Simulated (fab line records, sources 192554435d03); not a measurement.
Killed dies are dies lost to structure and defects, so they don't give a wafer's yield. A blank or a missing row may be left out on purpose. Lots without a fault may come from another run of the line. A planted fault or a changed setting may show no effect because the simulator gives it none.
Which tool did it? | flow n5_finfet | 11 lots, 31 wafers sampled, at 2 steps of a route of 1938

WHAT THE GAUGES READ, wafer by wafer
N5_MIM_TOP_LITHO_OVL_MEAS_11. Usual: MIM_TOP_OVL 1 nm, standard deviation 4.1.
lot  | measured     | on         | MIM_TOP_OVL (nm) | flag
L598 | day 11 22:59 | overlay-02 | 3 3 1            |
L600 | day 12 12:51 | overlay-01 | 3 7 4            |
L604 | day 13 11:54 | overlay-01 | -2 -1 -1         |
L606 | day 14 00:05 | overlay-02 | 4 6 -4           |
L605 | day 14 01:44 | overlay-02 | 0 4 4            |
L608 | day 14 17:31 | overlay-01 | 3 0 4            |
L609 | day 15 06:07 | overlay-01 | 4 6 3            |
L613 | day 16 04:50 | overlay-02 | 5 7 1            |
L615 | day 16 17:53 | overlay-01 | 2 -4 1           |
L616 | day 16 18:43 | overlay-02 | -2 -7            |
L617 | day 17 00:05 | overlay-01 | 5 -7             |

WHICH TOOL RAN EACH LOT (tool, then ch and the chambers of the sampled wafers, then the start)
lot  | N5_PASSIVATION_PECVD_00
L598 | pecvd-04 ch 0,1,2, day 11 19:45
L600 | pecvd-03 ch 0,2, day 12 10:06
L604 | pecvd-03 ch 1,2, day 13 08:09
L606 | pecvd-01 ch 0,1,2, day 13 21:46
L605 | pecvd-03 ch 0,1,2, day 13 22:13
L608 | pecvd-01 ch 0,1,2, day 14 15:15
L609 | pecvd-01 ch 0,2, day 15 03:35
L613 | pecvd-04 ch 1,2, day 16 03:11
L615 | pecvd-04 ch 1,2, day 16 13:03
L616 | pecvd-03 ch 1,2, day 16 14:29
L617 | pecvd-03 ch 0,1, day 16 21:28
- N5_PASSIVATION_PECVD_00: deposits SiO2 from SiH4/N2O, target thk 200 nm, time 11.2 s.

WHAT THE TOOLS THEMSELVES READ (means of the sampled wafers that have a number; where no wafer has one, the mark that the record gives instead)
N5_PASSIVATION_PECVD_00. Usual: heater_power_w 671 W, standard deviation 94; showerhead_plenum_p_Torr 8.20 Torr, standard deviation 0.1; throttle_valve_pct 50.0 %, standard deviation 2.6.
lot  | tool     | heater_power_w (W) | showerhead_plenum_p_Torr (Torr) | throttle_valve_pct (%) | flag
L598 | pecvd-04 | 675                | 8.15                            | 48.7                   |
L600 | pecvd-03 | 648                | 8.20                            | 50.3                   |
L604 | pecvd-03 | 595                | 8.17                            | 54.2                   |
L606 | pecvd-01 | 696                | 8.31                            | 49.1                   |
L605 | pecvd-03 | 612                | 8.19                            | 52.3                   |
L608 | pecvd-01 | 711                | 8.31                            | 49.2                   |
L609 | pecvd-01 | 684                | 8.36                            | 47.9                   |
L613 | pecvd-04 | 636                | 8.16                            | 49.2                   |
L615 | pecvd-04 | 574                | 8.17                            | 49.3                   |
L616 | pecvd-03 | 577                | 8.20                            | 54.2                   |
L617 | pecvd-03 | 644                | 8.11                            | 52.0                   |

THE ANSWER, worked out from the rows above alone
Rule: a lot is off if the mean of its wafers that have a number lies more than 3 standard deviations from the usual mean. A lot without any number at a reading at which 4 lots or more have one is off too. The other lots that the step has rows for count as sound. The gauges are gone through in route order, then the tools' own readings, and for those a lot's mean is taken as printed above. The first step at which some lot is off is used, and at that step the reading that is off furthest; a lot without a number counts as furthest.
No lot is off at any reading shown: from this, nothing can be told.

WHAT THE SIMULATOR HAD PUT IN
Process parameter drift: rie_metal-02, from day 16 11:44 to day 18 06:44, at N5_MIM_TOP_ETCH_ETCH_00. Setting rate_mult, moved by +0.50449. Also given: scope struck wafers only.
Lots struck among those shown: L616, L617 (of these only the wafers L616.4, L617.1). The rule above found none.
